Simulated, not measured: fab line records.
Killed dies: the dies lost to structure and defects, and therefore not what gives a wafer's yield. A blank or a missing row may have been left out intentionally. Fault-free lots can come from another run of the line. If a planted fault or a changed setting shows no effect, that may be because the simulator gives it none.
Matching of chambers | flow nand-harc | NHARC_P_M1_ETCH_35 on rie-diel-07: 4 sister chambers
The step etches the open film in N2/H2, target depth 40 nm, overetch 12 nm, time 43.94 s. 8 wafers are shown with their chamber, then 8 later ones without.

## EACH WAFER AND ITS CHAMBER
wafer  | chamber | drypump-motor-current-A (A) | rf-vpp-V (V)
L074.5 | 2       | 5.7                         | 433.4
L077.1 | 2       | 5.6                         | 432.1
L079.4 | 0       | 5.2                         | 434.9
L079.5 | 0       | 5.2                         | 435.8
L084.1 | 3       | 5.4                         | 435.9
L084.3 | 1       | 6.0                         | 433.8
L084.5 | 3       | 5.4                         | 434.2
L091.1 | 1       | 6.0                         | 434.1

## WAFERS WITH NO CHAMBER GIVEN
wafer  | drypump-motor-current-A (A) | rf-vpp-V (V)
L091.3 | 5.4                         | 433.9
L091.4 | 5.2                         | 433.8
L094.1 | 5.6                         | 432.6
L094.5 | 5.6                         | 433.1
L094.6 | 5.4                         | 435.4
L097.3 | 5.2                         | 435.0
L097.4 | 6.1                         | 433.1
L097.6 | 5.2                         | 432.9

## WHICH CHAMBER EACH WENT THROUGH
wafer  | from the rows above | in truth
L091.3 | 3                   | 3
L091.4 | 0                   | 0
L094.1 | 2                   | 2
L094.5 | 2                   | 2
L094.6 | 3                   | 3
L097.3 | 0                   | 0
L097.4 | 1                   | 1
L097.6 | 0                   | 0
Correct placement for 8 of the 8. Can't be placed from these rows: 0. 0 placed wrongly.
How it was worked out, from the rows above alone: a wafer's distance from a chamber is the root of the sum, over the readings, of the square of ((its reading less the chamber's mean) divided by the reading's scatter). If the next closest chamber is less than 2 further off than the closest, the wafer can't be placed; otherwise it belongs to the closest. The mean given for a chamber averages the wafers shown for that chamber. The scatter: the root of (the sum of the squares of (reading less its chamber's mean) over the shown wafers, divided by (wafers less chambers)).
